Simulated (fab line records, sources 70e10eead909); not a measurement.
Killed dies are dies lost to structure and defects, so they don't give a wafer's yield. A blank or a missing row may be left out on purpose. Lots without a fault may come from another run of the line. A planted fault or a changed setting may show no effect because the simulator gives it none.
Which tool did it? | flow nand_harc | 14 lots, 41 wafers sampled, at 5 steps of a route of 1302

WHAT THE GAUGES READ, wafer by wafer
NHARC_A_ONON_D1_THK_MEAS_14: measures by ellipsometry. Usual: thk_nm 1000 nm, standard deviation 8.6.
lot  | measured     | on            | thk_nm (nm)    | flag
L851 | day 8 10:01  | film_metro-02 | 985 986 986    |
L853 | day 9 06:41  | film_metro-02 | 992 993 991    |
L854 | day 9 15:08  | film_metro-01 | 1002 1001 1002 |
L856 | day 10 04:41 | film_metro-02 | 983 985 984    |
L857 | day 10 19:54 | film_metro-01 | 1002 1002      |
L865 | day 13 22:43 | film_metro-01 | 1001 1003 1002 |
L864 | day 13 22:44 | film_metro-02 | 989 991 988    |
L866 | day 14 12:26 | film_metro-01 | 1006 1007 1007 |
L867 | day 14 20:39 | film_metro-02 | 1007 1007 1007 |
L868 | day 15 13:22 | film_metro-02 | 998 1000 1000  |
L869 | day 15 20:11 | film_metro-01 | 1005 1005 1005 |
L870 | day 15 20:14 | film_metro-02 | 1005 1007 1006 |
L871 | day 16 15:47 | film_metro-01 | 996 996 996    |
L873 | day 17 09:16 | film_metro-01 | 1000 1003 1003 |

NHARC_A_ONON_D1_THK_MEAS_18: measures by ellipsometry. Usual: thk_nm 1001 nm, standard deviation 10.
lot  | measured     | on            | thk_nm (nm)    | flag
L851 | day 8 17:47  | film_metro-02 | 994 991 992    |
L853 | day 9 14:28  | film_metro-02 | 1016 1018 1016 |
L854 | day 9 22:55  | film_metro-02 | 993 993 993    |
L856 | day 10 12:27 | film_metro-01 | 1018 1497 1021 | OFF
L857 | day 11 03:44 | film_metro-01 | 997 1476       | OFF
L865 | day 14 06:32 | film_metro-02 | 1004 1007 1005 |
L864 | day 14 06:32 | film_metro-02 | 1013 1010 1010 |
L866 | day 14 22:58 | film_metro-02 | 1002 1002 1003 |
L867 | day 15 04:38 | film_metro-02 | 1000 1000 1001 |
L868 | day 15 21:08 | film_metro-02 | 995 997 995    |
L869 | day 16 03:53 | film_metro-02 | 985 986 984    |
L870 | day 16 03:54 | film_metro-01 | 1024 1025 1025 |
L871 | day 17 03:53 | film_metro-01 | 997 997 995    |
L873 | day 17 16:52 | film_metro-01 | 1001 1002 1000 |

NHARC_END_SORT_01. Usual: killed_at_array 60, standard deviation 21; killed_at_other 1.0, standard deviation 1.2; killed_at_periphery 4.2, standard deviation 2.8; killed_dies 65, standard deviation 20; killed_open 3.1, standard deviation 1.8; killed_short 2.6, standard deviation 1.6.
lot  | measured     | on        | killed_at_array | killed_at_other | killed_at_periphery | killed_dies | killed_open | killed_short | flag
L856 | day 26 09:59 | prober-01 | 38 674 48       | 4 3 1           | 3 0 4               | 45 677 53   | 5 3 3       | 1 2 4        | OFF
L857 | day 27 00:45 | prober-02 | 104 675         | 0 1             | 7 1                 | 111 677     | 3 1         | 6 4          | OFF

WHICH TOOL RAN EACH LOT (tool, then ch and the chambers of the sampled wafers, then the start)
lot  | NHARC_A_ZERO_WELL_ETCH_13        | NHARC_A_ONON_D1_DEP_16
L851 | rie_si-02 ch 1,2,3, day 7 09:34  | pecvd_onon-01 ch 0, day 8 17:23
L853 | rie_si-05 ch 0,2,3, day 8 05:52  | pecvd_onon-02 ch 0, day 9 13:57
L854 | rie_si-05 ch 1,3, day 8 13:37    | pecvd_onon-01 ch 0, day 9 22:28
L856 | rie_si-05 ch 0,2,3, day 9 05:16  | pecvd_onon-01 ch 0, day 10 11:57
L857 | rie_si-05 ch 0,2, day 9 15:36    | pecvd_onon-01 ch 0, day 11 03:20
L865 | rie_si-04 ch 0,1, day 12 21:55   | pecvd_onon-01 ch 0, day 14 06:05
L864 | rie_si-02 ch 0,3, day 12 22:08   | pecvd_onon-02 ch 0, day 14 06:05
L866 | rie_si-04 ch 0,2,3, day 13 09:55 | pecvd_onon-01 ch 0, day 14 22:27
L867 | rie_si-02 ch 0,1,3, day 13 21:19 | pecvd_onon-01 ch 0, day 15 04:11
L868 | rie_si-02 ch 0,3, day 14 11:52   | pecvd_onon-01 ch 0, day 15 20:47
L869 | rie_si-02 ch 1,2, day 14 20:38   | pecvd_onon-01 ch 0, day 16 03:34
L870 | rie_si-05 ch 0,2,3, day 14 22:06 | pecvd_onon-02 ch 0, day 16 03:23
L871 | rie_si-02 ch 1,2,3, day 15 15:58 | pecvd_onon-01 ch 0, day 17 03:23
L873 | rie_si-05 ch 0,2, day 16 06:56   | pecvd_onon-01 ch 0, day 17 16:20
- NHARC_A_ZERO_WELL_ETCH_13: etches the open film in HBr/Cl2, target depth 120 nm, time 40.1 s.
- NHARC_A_ONON_D1_DEP_16: target thk 1000 nm.

WHAT THE TOOLS THEMSELVES READ (means of the sampled wafers that have a number; where no wafer has one, the mark that the record gives instead)
NHARC_A_ZERO_WELL_ETCH_13. Usual: chamber_pressure_mTorr 15.003 mTorr, standard deviation 0.014; drypump_motor_current_A 5.8 A, standard deviation 0.41; oes_product_au 1.002 a.u., standard deviation 0.0073; rf_fwd_power_W 394.9 W, standard deviation 1.8; throttle_valve_pct 26.406 %, standard deviation 0.0089.
lot  | tool      | chamber_pressure_mTorr (mTorr) | drypump_motor_current_A (A) | oes_product_au (a.u.) | rf_fwd_power_W (W) | throttle_valve_pct (%) | flag
L851 | rie_si-02 | 14.988                         | 5.5                         | 1.003                 | 396.2              | 26.406                 |
L853 | rie_si-05 | 14.991                         | 5.6                         | 0.999                 | 394.5              | 26.390                 |
L854 | rie_si-05 | 15.006                         | 5.8                         | 1.003                 | 394.2              | 26.399                 |
L856 | rie_si-05 | 14.998                         | 5.6                         | 1.000                 | 393.8              | 26.397                 |
L857 | rie_si-05 | 15.002                         | 5.7                         | 1.003                 | 393.4              | 26.395                 |
L865 | rie_si-04 | 15.009                         | 6.5                         | 0.997                 | 395.2              | 26.405                 |
L864 | rie_si-02 | 15.009                         | 6.0                         | 1.006                 | 397.6              | 26.409                 |
L866 | rie_si-04 | 14.995                         | 6.1                         | 0.995                 | 394.9              | 26.410                 |
L867 | rie_si-02 | 15.002                         | 5.9                         | 1.005                 | 394.4              | 26.407                 |
L868 | rie_si-02 | 14.987                         | 6.0                         | 1.000                 | 395.7              | 26.403                 |
L869 | rie_si-02 | 14.990                         | 5.6                         | 1.009                 | 394.4              | 26.409                 |
L870 | rie_si-05 | 14.996                         | 5.6                         | 0.997                 | 394.1              | 26.405                 |
L871 | rie_si-02 | 15.008                         | 5.5                         | 0.999                 | 395.8              | 26.408                 |
L873 | rie_si-05 | 15.002                         | 5.8                         | 1.006                 | 393.1              | 26.410                 |

THE ANSWER, worked out from the rows above alone
Rule: a lot is off if the mean of its wafers that have a number lies more than 3 standard deviations from the usual mean. A lot without any number at a reading at which 4 lots or more have one is off too. The other lots that the step has rows for count as sound. The gauges are gone through in route order, then the tools' own readings, and for those a lot's mean is taken as printed above. The first step at which some lot is off is used, and at that step the reading that is off furthest; a lot without a number counts as furthest.
Off: L856, L857, at NHARC_A_ONON_D1_THK_MEAS_18 (thk_nm).
A tool fits if, at a process step before that reading, it ran every lot that is off, and no sound lot after the first of them. The gauges at NHARC_A_ONON_D1_THK_MEAS_18 aren't tried: what is off there is off at NHARC_END_SORT_01 too, on other tools, and a gauge's error can't cause that. None of those tried fits.

WHAT THE SIMULATOR HAD PUT IN
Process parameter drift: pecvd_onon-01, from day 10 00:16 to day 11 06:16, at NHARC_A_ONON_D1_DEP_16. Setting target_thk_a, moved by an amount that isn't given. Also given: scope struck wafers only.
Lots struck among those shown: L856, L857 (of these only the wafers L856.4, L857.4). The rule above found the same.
